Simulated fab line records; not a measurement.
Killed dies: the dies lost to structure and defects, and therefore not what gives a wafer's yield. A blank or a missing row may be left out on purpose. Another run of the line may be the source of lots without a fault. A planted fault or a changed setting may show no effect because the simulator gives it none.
fab line records	flow n5Finfet
record: lots: 8	wafers: 24	lastDay: 18
route steps=1938 shown BEOL_M0_SAQP@632 BEOL_M0_CUTY@710 BEOL_M4@1111 PASSIVATION@1936
lots that met no fault: from a run of the same line without faults
startH: hours from the record's opening day to when the first of the lot's shown wafers began	waitH: hours since the lot's step before	" repeats the value in the row above	L1.1+2: a row that stands for several wafers	- either no value or no given start	* or withheld: withheld	< > ~ a bound
route shown NAME@n: NAME is a module with steps in the file, n the number in the route of the first one	usual: mean/standard deviation of fault-free wafers	same: alike in all rows	chamber/n: place in a boat	sites: readings site by site	_std_site: standard deviation across them	_edge_site: inner sites' mean taken away from outer sites' mean	radiusMm: for every site, how far away it sits from the centre of the wafer	mask NAME#n: copy n	behind: the most recent tool/chamber to have shaped the wafer	hold: cause of the lot's hold/its duration in hours/its outcome	device: which transistor (n, p or np) failed to switch	end of line: the same wafers' tests at the end of the route	for a step that has no rows: nothing shown but its recipe	killed: at the first sort, the dies lost to defects and structure; wafer yield is something else	map: per-die view of a wafer (x killed, . not killed, _ where there is no die)
set.NAME: the setting the step ran with; set.NAME@STEP: the setting that earlier step ran with	model.NAME: the simulator's own value behind a step, which no gauge read
a sample of lots followed through the steps of the route, with each step as a table and each wafer as a row
services: from which hour (startH, from the record's first day; less than 0 if before it) a tool's chamber was out of use, for how many hours, and why
== steps ==
step: N5_BEOL_M0_SAQP_PECVD_00
recipe: material: SiCN	targetThkA: 80	tempC: withheld	precursor: 3MS/NH3	pressureTorr: 3	rfW: 202	timeS: 14
usual: showerheadPlenumPTorr: 3.660/0.018	throttleValvePct: 8.8/0.3
lot.wafer	tool	chamber	startH	waitH	showerheadPlenumPTorr	throttleValvePct
L721.1	pecvd-01	1	149.33	0.2	3.652	9.4
L721.2	"	2	"	"	3.661	8.7
L721.4	"	1	"	"	3.644	9.0
L722.1	pecvd-03	2	152.33	0.2	3.634	8.8
L722.3	"	0	"	"	3.657	8.7
L722.6	"	2	"	"	3.642	8.9
L723.1	pecvd-03	0	164.64	0.2	3.667	8.8
L723.3	"	2	"	"	3.636	9.0
L723.5	"	2	"	"	3.654	8.7
L725.1	pecvd-03	0	171.27	0.2	3.661	8.7
L725.3	"	1	"	"	3.690	8.9
L725.6	"	1	"	"	3.689	8.7
L731.1	pecvd-03	1	206.64	0.2	3.697	8.7
L731.2	"	0	"	"	3.658	8.6
L731.5	"	0	"	"	3.665	8.8
L734.3	pecvd-01	2	223.43	0.1	3.655	8.6
L734.5	"	1	"	"	3.648	9.2
L734.6	"	0	"	"	3.663	8.9
L736.2	pecvd-01	1	235.67	0.2	3.656	9.1
L736.3	"	1	"	"	3.653	9.4
L736.5	"	1	"	"	3.659	9.2
L737.1	pecvd-03	2	241.63	0.2	3.647	8.1
L737.2	"	1	"	"	3.700	8.7
L737.4	"	2	"	"	3.635	8.1
step: N5_BEOL_M0_SAQP_HM_DEP_02
recipe: material: TiN	targetThkA: 120	tempC: 25	chamberPressurePa: 0.49996
usual: substrateTempC: 25.01/0.12	throttleValvePct: 30.0/1.3
lot.wafer	tool	chamber	startH	waitH	substrateTempC	throttleValvePct
L721.1	pvdSputter-02	-	149.41	0.0	25.01	32.4
L721.2	"	-	"	"	25.04	30.3
L721.4	"	-	"	"	24.96	30.1
L722.1	pvdSputter-03	-	154.59	2.2	25.11	31.8
L722.3	"	-	"	"	24.79	29.5
L722.6	"	-	"	"	24.98	29.2
L723.1	pvdSputter-03	-	166.26	1.6	24.96	29.1
L723.3	"	-	"	"	24.85	31.8
L723.5	"	-	"	"	24.91	31.9
L725.1	pvdSputter-03	-	172.86	1.5	25.15	29.0
L725.3	"	-	"	"	24.87	29.1
L725.6	"	-	"	"	24.96	29.3
L731.1	pvdSputter-03	-	207.72	1.0	25.03	29.0
L731.2	"	-	"	"	24.76	31.7
L731.5	"	-	"	"	25.00	28.7
L734.3	pvdSputter-01	-	225.08	1.6	24.82	31.2
L734.5	"	-	"	"	24.99	31.1
L734.6	"	-	"	"	25.10	28.4
L736.2	pvdSputter-01	-	235.95	0.2	24.98	27.7
L736.3	"	-	"	"	24.97	31.3
L736.5	"	-	"	"	25.07	27.4
L737.1	pvdSputter-02	-	242.57	0.9	24.82	32.6
L737.2	"	-	"	"	25.09	29.9
L737.4	"	-	"	"	24.72	30.1
step: N5_BEOL_M0_SAQP_INSPECT_16
recipe: mode: adi	inspectInstrument: brightfield
usual: rawDefectCount: 526/130
lot.wafer	tool	chamber	startH	waitH	rawDefectCount
L721.1	defectInspect-02	-	150.28	0.0	433
L721.2	"	-	"	"	349
L721.4	"	-	"	"	387
L722.1	defectInspect-01	-	155.33	0.0	798
L722.3	"	-	"	"	553
L722.6	"	-	"	"	438
L723.1	defectInspect-02	-	167.12	0.0	654
L723.3	"	-	"	"	462
L723.5	"	-	"	"	541
L725.1	defectInspect-02	-	173.60	0.0	1331
L725.3	"	-	"	"	1188
L725.6	"	-	"	"	1300
L731.1	defectInspect-01	-	208.62	0.0	1239
L731.2	"	-	"	"	1461
L731.5	"	-	"	"	1155
L734.3	defectInspect-02	-	225.92	0.0	340
L734.5	"	-	"	"	297
L734.6	"	-	"	"	460
L736.2	defectInspect-02	-	236.79	0.0	602
L736.3	"	-	"	"	506
L736.5	"	-	"	"	677
L737.1	defectInspect-01	-	243.34	0.0	353
L737.2	"	-	"	"	369
L737.4	"	-	"	"	519
step: N5_BEOL_M0_SAQP_ETCH_84
recipe: chemistry: N2/H2	target: SOC	targetDepthA: 1000	overetchA: 200	maskMaterial: SiARC	tempC: 40	timeS: 150	ionEnergyEv: 200	pressureMtorr: 30	sourceW: 840	biasW: 150	n2FlowSccm: 200	h2FlowSccm: 200
usual: biasW: 150.0/0.46	drypumpMotorCurrentA: 5.6/0.34	oesProductAu: 0.70/0.08	rfVppV: 524.7/2.7	showerheadPlenumPTorr: 2.57/0.094	throttleValvePct: 17.80/0.26
lot.wafer	tool	chamber	startH	waitH	biasW	drypumpMotorCurrentA	oesProductAu	rfHoursCounterH	rfVppV	showerheadPlenumPTorr	throttleValvePct
L721.1	rieDiel-02	1	150.44	0.0	150.7	5.7	0.88	5	527.4	2.70	17.47
L721.2	"	3	"	"	149.5	5.9	0.65	204	527.1	2.62	17.94
L721.4	"	0	"	"	150.2	5.8	0.64	208	526.8	2.62	17.98
L722.1	rieDiel-02	0	156.51	0.0	149.6	5.8	0.64	210	526.5	2.61	18.01
L722.3	"	3	"	"	149.8	5.9	0.64	207	525.9	2.62	17.93
L722.6	"	3	"	"	149.9	5.9	0.64	-	525.6	2.62	17.94
L723.1	rieDiel-04	2	167.47	0.0	150.5	5.5	0.69	157	526.8	2.65	17.75
L723.3	"	3	"	"	148.9	5.2	0.60	249	519.4	2.40	17.87
L723.5	"	3	"	"	149.8	5.2	0.60	-	519.9	2.40	17.85
L725.1	rieDiel-02	0	173.72	0.0	150.6	5.8	0.64	216	526.8	2.61	17.99
L725.3	"	3	"	"	149.7	5.8	0.64	212	525.3	2.62	17.96
L725.6	"	0	"	"	149.7	5.8	0.64	-	525.5	2.61	18.02
L731.1	rieDiel-02	0	208.74	0.0	150.5	5.8	0.64	226	524.5	2.61	18.03
L731.2	"	2	"	"	150.8	6.0	0.66	172	520.1	2.44	17.96
L731.5	"	1	"	"	149.6	5.7	0.83	-	526.3	2.69	17.50
L734.3	rieDiel-01	3	226.22	0.0	150.0	5.3	0.84	7	523.2	2.49	17.46
L734.5	"	2	"	"	150.7	5.4	0.75	-	521.9	2.48	17.35
L734.6	"	1	"	"	150.3	5.8	0.65	-	522.6	2.51	18.32
L736.2	rieDiel-01	1	236.91	0.0	149.9	5.8	0.64	228	522.8	2.51	18.33
L736.3	"	2	"	"	150.1	5.3	0.75	58	520.6	2.48	17.38
L736.5	"	1	"	"	150.0	5.8	0.64	-	523.4	2.51	18.32
L737.1	rieDiel-01	1	243.46	0.0	149.8	5.8	0.64	230	525.2	2.51	18.33
L737.2	"	3	"	"	150.2	5.3	0.83	12	524.1	2.49	17.48
L737.4	"	2	"	"	150.0	5.3	0.75	60	521.4	2.48	17.37
step: N5_BEOL_M0_SAQP_SPACER1_ALD_98
recipe: material: SiO2	targetThkA: 128	tempC: 300	aldPrecursorFamily: BDEAS	aldCoReactant: O2-plasma	pulseTimeS: 1	purgeTimeS: 2	coReactantPurgeTimeS: 2	aldCycles: 138	pressureTorr: 2
usual: heaterPowerW: 479/61	precursorPulseHeightRel: 0.999/0.022
lot.wafer	tool	chamber	startH	waitH	heaterPowerW	precursorPulseHeightRel
L721.1	aldSin-02	0	151.24	0.3	600	0.962
L721.2	"	3	"	"	493	0.998
L721.4	"	3	"	"	479	1.006
L722.1	aldSin-02	2	157.44	0.3	503	1.011
L722.3	"	3	"	"	496	0.981
L722.6	"	3	"	"	488	1.011
L723.1	aldSin-03	2	168.27	0.3	462	1.013
L723.3	"	3	"	"	407	0.971
L723.5	"	0	"	"	505	0.995
L725.1	aldSin-01	2	174.61	0.4	489	1.042
L725.3	"	3	"	"	461	1.032
L725.6	"	3	"	"	471	1.005
L731.1	aldSin-02	1	209.69	0.3	461	1.014
L731.2	"	0	"	"	613	1.002
L731.5	"	3	"	"	478	1.025
L734.3	aldSin-01	2	227.30	0.4	480	0.964
L734.5	"	2	"	"	487	0.977
L734.6	"	1	"	"	400	0.984
L736.2	aldSin-02	1	237.97	0.5	464	0.998
L736.3	"	3	"	"	462	1.003
L736.5	"	0	"	"	624	0.999
L737.1	aldSin-01	1	244.27	0.3	399	0.980
L737.2	"	3	"	"	450	1.007
L737.4	"	2	"	"	476	0.978
step: N5_BEOL_M0_SAQP_INSPECT_42
recipe: mode: adi	inspectInstrument: brightfield
usual: rawDefectCount: 302/90
lot.wafer	tool	chamber	startH	waitH	rawDefectCount
L721.1	defectInspect-02	-	154.43	0.1	215
L721.2	"	-	"	"	241
L721.4	"	-	"	"	211
L722.1	defectInspect-02	-	160.66	0.1	448
L722.3	"	-	"	"	335
L722.6	"	-	"	"	313
L723.1	defectInspect-01	-	171.23	0.1	340
L723.3	"	-	"	"	219
L723.5	"	-	"	"	329
L725.1	defectInspect-02	-	178.16	0.1	1050
L725.3	"	-	"	"	1043
L725.6	"	-	"	"	1054
L731.1	defectInspect-01	-	212.64	0.1	1026
L731.2	"	-	"	"	1165
L731.5	"	-	"	"	967
L734.3	defectInspect-02	-	230.36	0.0	247
L734.5	"	-	"	"	223
L734.6	"	-	"	"	295
L736.2	defectInspect-01	-	241.13	0.0	494
L736.3	"	-	"	"	315
L736.5	"	-	"	"	430
L737.1	defectInspect-02	-	248.09	0.1	186
L737.2	"	-	"	"	275
L737.4	"	-	"	"	259
step: N5_BEOL_M0_CUTY_INSPECT_59
recipe: mode: adi	inspectInstrument: macro
usual: rawDefectCount: 2.0/1.3
lot.wafer	tool	chamber	startH	waitH	rawDefectCount
L721.1	defectInspect-02	-	156.58	0.0	1
L721.2	"	-	"	"	3
L721.4	"	-	"	"	2
L722.1	defectInspect-02	-	162.12	0.0	2
L722.3	"	-	"	"	3
L722.6	"	-	"	"	4
L723.1	defectInspect-01	-	172.62	0.0	3
L723.3	"	-	"	"	3
L723.5	"	-	"	"	3
L725.1	defectInspect-02	-	179.55	0.0	>300
L725.3	"	-	"	"	>300
L725.6	"	-	"	"	>300
L731.1	defectInspect-02	-	213.91	0.0	>300
L731.2	"	-	"	"	>300
L731.5	"	-	"	"	>300
L734.3	defectInspect-01	-	232.43	0.0	0
L734.5	"	-	"	"	0
L734.6	"	-	"	"	1
L736.2	defectInspect-02	-	242.75	0.0	1
L736.3	"	-	"	"	0
L736.5	"	-	"	"	2
L737.1	defectInspect-01	-	249.36	0.0	0
L737.2	"	-	"	"	1
L737.4	"	-	"	"	2
step: N5_BEOL_M4_RC_MEAS_101
usual: DIBL_N: 35.9/1.3	DIBL_P: 36.3/1.5	IOFF_N: 0.153/0.023	IOFF_P: 0.208/0.028	ION_N: 672/9.7	ION_P: 462/6.6	SS_N: 71.5/0.53	SS_P: 73.3/0.59	VT_N: 250.4/2.7	VT_P: -250.5/3
lot.wafer	tool	chamber	startH	waitH	DIBL_N[mV/V]	DIBL_P[mV/V]	IOFF_N[nA/um]	IOFF_P[nA/um]	ION_N[uA/um]	ION_P[uA/um]	SS_N[mV/dec]	SS_P[mV/dec]	VT_N[mV]	VT_P[mV]
L721.1	prober-01	0	223.00	0.0	36.8	37.2	0.170	0.235	681	470	72.2	73.8	248.3	-249.1
L721.2	"	0	"	"	36.9	35.8	0.168	0.222	685	469	70.7	73.4	248.3	-250.4
L721.4	"	0	"	"	35.7	35.7	0.149	0.217	671	467	71.8	73.9	252.0	-249.9
L722.1	prober-01	0	225.15	0.0	37.4	38.0	0.171	0.221	674	466	72.1	74.5	248.5	-248.4
L722.3	"	0	"	"	37.9	38.7	0.185	0.240	677	466	70.7	74.4	249.1	-250.1
L722.6	"	0	"	"	38.0	39.7	0.196	0.259	682	477	72.0	74.4	246.2	-249.4
L723.1	prober-02	0	231.53	0.0	35.5	35.2	0.133	0.188	660	453	71.2	72.8	253.5	-253.0
L723.3	"	0	"	"	36.2	35.9	0.149	0.192	670	458	71.2	73.1	252.0	-255.0
L723.5	"	0	"	"	35.2	35.0	0.128	0.180	664	452	71.2	73.4	255.7	-255.7
L725.1	prober-01	0	236.63	0.0	35.1	34.6	0.125	0.201	666	466	70.8	72.6	253.6	-245.9
L725.3	"	0	"	"	35.7	35.3	0.141	0.216	670	462	71.6	73.7	248.8	-247.0
L725.6	"	0	"	"	35.5	34.3	0.130	0.203	668	463	71.7	73.0	253.1	-245.9
L731.1	prober-02	0	279.92	0.0	36.5	37.9	0.160	0.218	675	461	70.8	73.0	251.5	-249.8
L731.2	"	0	"	"	36.5	37.4	0.157	0.206	682	459	71.5	73.5	254.7	-253.8
L731.5	"	0	"	"	36.9	37.7	0.169	0.215	669	455	71.6	73.4	251.7	-250.4
L734.3	prober-01	0	303.42	0.8	33.7	34.3	0.136	0.213	665	462	70.9	73.3	251.6	-247.8
L734.5	"	0	"	"	33.9	34.7	0.137	0.212	670	466	70.4	72.4	250.3	-248.5
L734.6	"	0	"	"	34.0	35.1	0.144	0.223	686	476	71.5	73.6	251.4	-245.7
L736.2	prober-02	0	313.32	0.2	37.1	38.5	0.190	0.239	690	472	71.4	74.4	247.0	-248.6
L736.3	"	0	"	"	36.4	37.5	0.170	0.215	691	468	71.4	74.6	248.6	-250.0
L736.5	"	0	"	"	36.6	37.4	0.165	0.209	679	462	71.7	73.0	249.0	-248.8
L737.1	prober-02	0	316.46	0.0	34.8	35.7	0.130	0.177	667	465	71.1	73.4	252.7	-253.0
L737.2	"	0	"	"	35.1	36.5	0.138	0.189	674	461	71.4	72.4	252.6	-253.8
L737.4	"	0	"	"	36.2	37.1	0.155	0.208	671	459	71.0	73.0	252.4	-251.6
step: N5_PASSIVATION_PROBE_49
usual: defectLimitedYield: 91.1/1.5	killed_at_M0_to_M3: 35/9.5	killed_at_M4_up: 13/5.2	killedAtContacts: 12/6.1	killedAtFrontEnd: 41/14	killedAtOther: 3.8/2.9	killedDies: 105/17	killedOpen: 70/13	killedShort: 33/8.4	sort_bin_5_function: 5.1/0.97	sort_bin_6_memory: 3.4/0.69	sort_bin_8_speed: 0.00/0.007	sortNPass: 1075/17	sortYieldPct: 91.1/1.5
same: grossDies: 1180	killedAtBackSide: 0	sort_bin_4_leakage[%]: 0
lot.wafer	tool	chamber	startH	waitH	defectLimitedYield[%]	killed_at_M0_to_M3	killed_at_M4_up	killedAtContacts	killedAtFrontEnd	killedAtOther	killedDies	killedOpen	killedShort	sort_bin_5_function[%]	sort_bin_6_memory[%]	sort_bin_8_speed[%]	sortNPass	sortYieldPct[%]
L725.1	prober-02	-	337.64	0.0	85.8	103	7	10	44	4	168	64	32	8.6	3.6	0	1012	85.8
L725.3	prober-02	-	337.74	0.1	81.0	182	7	5	29	1	224	61	31	10.1	4.9	0	956	81.0
L725.6	prober-02	-	337.89	0.3	82.0	173	9	6	23	1	212	54	17	11.5	3.7	0	968	82.0
L723.1	prober-01	-	344.57	0.0	89.6	32	22	16	52	1	123	84	34	5.5	4.7	0	1057	89.6
L723.3	prober-01	-	344.67	0.1	90.9	32	17	14	41	3	107	71	30	4.9	3.6	0	1073	90.9
L723.5	prober-01	-	344.77	0.2	89.2	37	15	18	53	5	128	94	34	6.7	4.1	0	1052	89.2
L731.1	prober-01	-	384.46	0.0	80.6	174	11	5	36	3	229	53	37	11.2	5.3	0	951	80.6
L731.2	prober-01	-	384.51	0.1	79.2	167	19	5	46	9	246	89	33	13.1	4.7	0	934	79.2
L731.5	prober-01	-	384.66	0.2	85.7	107	9	10	40	3	169	61	29	8.3	3.7	0	1011	85.7
L734.3	prober-02	-	411.70	0.1	88.2	39	20	18	60	2	139	91	41	6.8	4.2	0	1041	88.2
L734.5	prober-02	-	411.80	0.2	92.5	26	11	11	38	3	89	56	27	4.1	3.1	0	1091	92.5
L734.6	prober-02	-	411.85	0.3	88.4	30	22	25	59	1	137	94	38	6.6	4.7	0	1043	88.4
killed by level:class
L725.1 BEOL_M0_SAQP:unspecified=72 FIN_SAQP:geometricParticle:open=10 FIN_SAQP:geometricParticle:short=10 BEOL_M3:geometricParticle:open=9 STI_FIN_REVEAL:geometricParticle:open=6 BEOL_M1:geometricParticle:open=6 MOL_CONTACT_COAG:geometricParticle:open=5 MOL_CONTACT_COAG:geometricParticle:short=5
L725.3 BEOL_M0_SAQP:unspecified=132 BEOL_M0_SAQP:geometricParticle:open=12 BEOL_M2:geometricParticle:open=11 BEOL_M0_SAQP:geometricParticle:short=9 STI_FIN_REVEAL:geometricParticle:open=8 FIN_SAQP:geometricParticle:short=5 MOL_CONTACT_COAG:geometricParticle:open=5 BEOL_M1:geometricParticle:open=4
L725.6 BEOL_M0_SAQP:unspecified=140 BEOL_M2:geometricParticle:open=13 STI_FIN_REVEAL:geometricParticle:open=8 BEOL_M0_SAQP:geometricParticle:open=7 MOL_CONTACT_COAG:geometricParticle:open=6 BEOL_M0:geometricParticle:short=4 FIN_SAQP:geometricParticle:open=3 FIN_SAQP:geometricParticle:short=3
L723.1 STI_FIN_REVEAL:geometricParticle:open=18 FIN_SAQP:geometricParticle:open=12 BEOL_M2:geometricParticle:open=12 FIN_SAQP:geometricParticle:short=11 MOL_CONTACT_COAG:geometricParticle:open=11 BEOL_M1:geometricParticle:open=6 MOL_CONTACT_COAG:geometricParticle:short=5 BEOL_M4:geometricParticle:open=4
L723.3 MOL_CONTACT_COAG:geometricParticle:open=11 STI_FIN_REVEAL:geometricParticle:open=9 BEOL_M2:geometricParticle:open=7 FIN_SAQP:geometricParticle:short=6 FIN_SAQP:geometricParticle:open=6 DUMMY_GATE:geometricParticle:open=6 BEOL_M1:geometricParticle:open=5 GATE_CUT:geometricParticle:short=4
L723.5 STI_FIN_REVEAL:geometricParticle:open=25 MOL_CONTACT_COAG:geometricParticle:open=17 BEOL_M1:geometricParticle:open=9 BEOL_M4:geometricParticle:open=9 STI_FIN_REVEAL:geometricParticle:short=7 BEOL_M0_SAQP:geometricParticle:short=7 BEOL_M2:geometricParticle:open=7 GATE_CUT:geometricParticle:short=5
L731.1 BEOL_M0_SAQP:unspecified=137 BEOL_M2:geometricParticle:open=9 FIN_SAQP:geometricParticle:open=8 STI_FIN_REVEAL:geometricParticle:open=7 BEOL_M0_SAQP:geometricParticle:short=7 FIN_SAQP:geometricParticle:short=6 BEOL_M1:geometricParticle:open=6 BEOL_M0_SAQP:geometricParticle:open=5
L731.2 BEOL_M0_SAQP:unspecified=124 BEOL_M2:geometricParticle:open=18 FIN_SAQP:geometricParticle:open=14 FIN_SAQP:geometricParticle:short=10 STI_FIN_REVEAL:geometricParticle:open=10 BEOL_M5:geometricParticle:open=8 BEOL_M0_SAQP:geometricParticle:short=6 BEOL_M4:geometricParticle:open=6
L731.5 BEOL_M0_SAQP:unspecified=78 FIN_SAQP:geometricParticle:short=12 FIN_SAQP:geometricParticle:open=10 MOL_CONTACT_COAG:geometricParticle:open=8 BEOL_M1:geometricParticle:open=7 STI_FIN_REVEAL:geometricParticle:open=6 BEOL_M0_SAQP:geometricParticle:short=6 BEOL_M0_SAQP:geometricParticle:open=4
L734.3 MOL_CONTACT_COAG:geometricParticle:open=14 FIN_SAQP:geometricParticle:open=12 STI_FIN_REVEAL:geometricParticle:open=12 FIN_SAQP:geometricParticle:short=9 BEOL_M2:geometricParticle:open=8 BEOL_M4:geometricParticle:open=7 BEOL_M1:geometricParticle:open=7 BEOL_M3:geometricParticle:open=7
L734.5 MOL_CONTACT_COAG:geometricParticle:open=8 BEOL_M3:geometricParticle:open=8 STI_FIN_REVEAL:geometricParticle:open=6 FIN_SAQP:geometricParticle:open=5 GATE_CUT:geometricParticle:short=5 FIN_SAQP:geometricParticle:short=4 BEOL_M0_SAQP:geometricParticle:open=4 BEOL_M6:geometricParticle:open=4
L734.6 MOL_CONTACT_COAG:geometricParticle:open=23 FIN_SAQP:geometricParticle:open=16 FIN_SAQP:geometricParticle:short=13 BEOL_M0_SAQP:geometricParticle:open=10 BEOL_M0_SAQP:geometricParticle:short=7 BEOL_M4:geometricParticle:open=6 BEOL_M5:geometricParticle:open=6 STARTING-WAFER:geometricParticle:open=5
== services ==
tool	chamber	startH	hours	kind
rieDiel-04	-	128.58	28.1	pm
aldSin-01	2	132.12	6.5	repair
pvdSputter-01	-	136.93	1.7	repair
pvdSputter-01	-	147.86	3.0	repair
aldSin-01	0	149.81	5.6	repair
pecvd-01	-	151.25	28.1	pm
rieDiel-04	3	170.75	-	clean
aldSin-03	-	178.86	14.0	pm
rieDiel-01	3	183.32	-	clean
rieDiel-01	3	183.32	-	consumableReplace:focusRing
rieDiel-01	3	183.32	14.8	scheduledDown
rieDiel-01	3	183.32	14.8	ventCycle
pecvd-01	2	196.33	16.5	scheduledDown
rieDiel-01	-	196.89	8.3	repair
pecvd-03	2	202.38	-	clean
pecvd-03	2	202.38	-	consumableReplace:showerhead
pecvd-03	2	202.38	29.0	scheduledDown
pecvd-03	2	202.38	29.0	ventCycle
aldSin-01	3	207.01	1.9	repair
pecvd-03	1	212.15	14.9	repair
aldSin-03	-	228.69	14.6	pm
pvdSputter-03	-	229.48	0.6	repair
pecvd-01	2	235.29	6.0	repair
pecvd-01	1	235.93	5.5	scheduledDown
== key ==
firstSign: step: N5_BEOL_M0_SAQP_INSPECT_16	reading: rawDefectCount	direction: up	sigmas: 6	usual: 526	struck: 1279
effect: step: N5_BEOL_M0_SAQP_INSPECT_42	reading: rawDefectCount	direction: up	sigmas: 8.3	usual: 302	struck: 1051
effect: step: N5_BEOL_M0_CUTY_INSPECT_59	reading: rawDefectCount	direction: up	sigmas: 99+	usual: 2.0	struck: >300
effect: step: N5_PASSIVATION_PROBE_49	reading: killed_at_M0_to_M3	direction: up	sigmas: 12	usual: 35	struck: 151
moreKillsBornAt: N5_BEOL_M0_SAQP_HM_DEP_02@pvdSputter-03: 683
metAt N5_BEOL_M0_SAQP_HM_DEP_02
struckLots L725,L731
notActingAt N5_BEOL_M0_SAQP_PECVD_00,N5_BEOL_M0_SAQP_ETCH_84,N5_BEOL_M0_SAQP_SPACER1_ALD_98
onsetBetween 166.26 172.86
fault: kind: chamberParticleSource	tool: pvdSputter-03	chamber: -	onsetH: 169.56	steps: N5_BEOL_M0_SAQP_HM_DEP_02	ratePerVisitCm2: 1.1847	endH: 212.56
